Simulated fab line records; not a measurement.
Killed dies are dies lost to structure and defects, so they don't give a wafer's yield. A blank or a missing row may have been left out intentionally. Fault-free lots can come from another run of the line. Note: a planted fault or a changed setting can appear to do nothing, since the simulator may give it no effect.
One fault seen from 3 desks -- flow nandHarc -- only its own numbers are on each desk; what lay behind them is given at the end

THE DEFECT DESK
For each lot, the counts of the inspections along the route, averaged over the sampled wafers that have a number. A lot is out of limits, marked OUT, if its mean lies more than 4 standard deviations from the usual mean; the brackets give that distance.
Columns: A = rawDefectCount at NHARC_A_ONON_D1_INSPECT_32, usual 66
lot,first seen here,A
L224,day 8 05:41,97
L225,day 8 20:50,43
L227,day 9 13:42,81
L228,day 10 00:38,76
L232,day 11 22:38,70
L233,day 12 06:10,77
L234,day 12 20:52,61
L236,day 13 11:12,62
L241,day 15 12:28,45
L242,day 15 16:44,78
L243,day 16 08:20,55
L245,day 16 22:09,50
L244,day 17 02:01,62
L246,day 17 13:17,57
This desk's verdict: no lot among the 14 shows anything out of limits.

FROM THE METROLOGY DESK
What the gauges read, lot by lot, whatever tool the lot ran on: means of the sampled wafers that have a number. A lot is out of limits, marked OUT, if its mean lies more than 4 standard deviations from the usual mean; the brackets give that distance.
Columns: A = thkNm at NHARC_A_SOURCE_PLATE_THK_MEAS_09, usual 9.7 nm; B = thkNm at NHARC_A_ONON_D1_THK_MEAS_18, usual 1003 nm
lot,first seen here,A,B
L224,day 7 02:04,9.2,1017
L225,day 7 15:09,9.4,994
L227,day 8 10:46,9.7,1012
L228,day 8 22:38,10.1,1002
L232,day 10 20:42,10.2,1020
L233,day 11 03:59,9.9,640 (-30) OUT
L234,day 11 17:14,10.2,630 (-31) OUT
L236,day 12 04:36,10.1,989
L241,day 14 10:04,10.3,1004
L242,day 14 14:30,10.2,998
L243,day 15 02:02,8.9,1006
L245,day 15 19:43,9.5,1017
L244,day 15 23:26,9.2,1003
L246,day 16 10:43,10.1,996
Finding of this desk: L233, L234 out of limits; the first was L233 at day 12 03:20, on thkNm at NHARC_A_ONON_D1_THK_MEAS_18. Within limits: L224, L225, L227, L228, L232, L236, L241, L242, L243, L245, L244, L246.

FOR THE TOOL OWNER'S DESK: pecvdOnon-03
The tool's own readings at NHARC_A_ONON_D1_DEP_16 (target thk 1000 nm): means of the sampled wafers that have a number, for each lot that ran on this tool. A lot is out of limits, marked OUT, if its mean lies more than 4 standard deviations from the usual mean; the brackets give that distance.
Columns: A = n2FlowSccm at NHARC_A_ONON_D1_DEP_16, usual 2750 sccm
lot,first seen here,A
L224,day 8 02:24,2755
L225,day 8 17:34,2757
L227,day 9 10:24,2751
L228,day 9 21:23,2747
L233,day 12 02:50,2744
L234,day 12 17:40,2755
L242,day 15 13:24,2760
L243,day 16 05:05,2760
L245,day 16 18:50,2742
L244,day 16 22:42,2745
L246,day 17 09:57,2756
This desk's verdict: no lot among the 11 shows anything out of limits.

BROUGHT TOGETHER
Metrology desk: alarm possible at day 12 03:20 on L233, L234.
No out-of-limits result turned up at the defect desk.
The desk of the tool owner found nothing out of limits.
The defect desk has L233, L234 on record, within its limits.
Tool owner's desk: L233, L234 on record, inside its limits.
Every lot named ran NHARC_A_ONON_D1_DEP_16 on pecvdOnon-03.

WHAT THE SIMULATOR HAD INSERTED
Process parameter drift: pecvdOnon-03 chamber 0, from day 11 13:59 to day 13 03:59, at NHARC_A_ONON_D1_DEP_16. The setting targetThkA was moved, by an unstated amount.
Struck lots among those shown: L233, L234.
Hours from the fault's start to each desk's first reading out of limits: the metrology desk, 13.
